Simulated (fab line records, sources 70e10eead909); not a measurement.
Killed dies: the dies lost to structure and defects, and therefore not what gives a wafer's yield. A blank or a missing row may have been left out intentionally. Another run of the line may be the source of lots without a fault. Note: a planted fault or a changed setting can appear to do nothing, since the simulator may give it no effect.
Matching of chambers	flow nand-harc	rie-diel-09 running NHARC_A_STAIRCASE_TRIM_187: 4 sister chambers
The step chemistry O2, time 211.2 s. 16 wafers are shown with their chamber, then 8 later ones without.

== WAFERS PAIRED WITH THEIR CHAMBERS ==
wafer	chamber	showerhead-plenum-p-Torr (Torr)	oes-product-au (a.u.)	rf-vpp-V (V)
L074.1	2	3.64	0.993	58.3
L074.2	0	3.62	0.987	57.3
L074.6	0	3.62	0.992	58.8
L078.2	3	3.71	1.008	58.6
L078.5	2	3.64	0.997	57.8
L078.6	3	3.71	1.020	58.7
L082.1	1	3.32	1.001	57.0
L082.4	0	3.61	0.986	58.1
L082.6	2	3.63	0.996	58.8
L083.3	3	3.70	1.006	58.0
L083.5	1	3.32	0.996	56.9
L083.6	2	3.63	1.002	57.6
L088.2	3	3.69	1.004	58.4
L088.4	0	3.60	0.982	57.8
L088.5	3	3.69	1.001	59.4
L091.1	3	3.69	1.004	58.8

SIGNATURES (means of the wafers above)
reading	chamber 0	chamber 1	chamber 2	chamber 3	scatter within a chamber
showerhead-plenum-p-Torr	3.6125	3.3200	3.6350	3.6983	0.00846
oes-product-au	0.98675	0.99850	0.99700	1.00717	0.00524
rf-vpp-V	58.000	56.950	58.125	58.650	0.511
Rule: distance of a wafer from a chamber = root of the sum over the readings of ((wafer's reading minus chamber's mean) / reading's scatter) squared. The wafer belongs to the nearest chamber; if the next one is less than 2 further off, it can't be placed. The scatter is the square root of a quotient: the sum, over the shown wafers, of each reading's squared deviation from its chamber's mean, divided by wafers minus chambers.

== WAFERS WHOSE CHAMBER IS MISSING ==
wafer	showerhead-plenum-p-Torr (Torr)	oes-product-au (a.u.)	rf-vpp-V (V)
L091.2	3.62	0.995	57.6
L091.5	3.60	0.991	58.6
L093.2	3.62	1.004	58.1
L093.4	3.68	0.999	58.6
L093.5	3.59	0.995	57.3
L097.1	3.61	1.004	58.2
L097.2	3.68	1.010	57.9
L097.5	3.59	1.000	57.6

== WHICH CHAMBER EACH WENT THROUGH ==
wafer	from the rows above	in truth
L091.2	can't be placed: 0 or 2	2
L091.5	0	0
L093.2	can't be placed: 2 or 0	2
L093.4	3	3
L093.5	0	0
L097.1	can't be placed: 2 or 0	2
L097.2	3	3
L097.5	can't be placed: 0 or 2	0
Placed correctly: 4 of 8. From these rows, 4 cannot be placed; in 4 the true chamber is one of the candidates. Wrongly placed: 0.
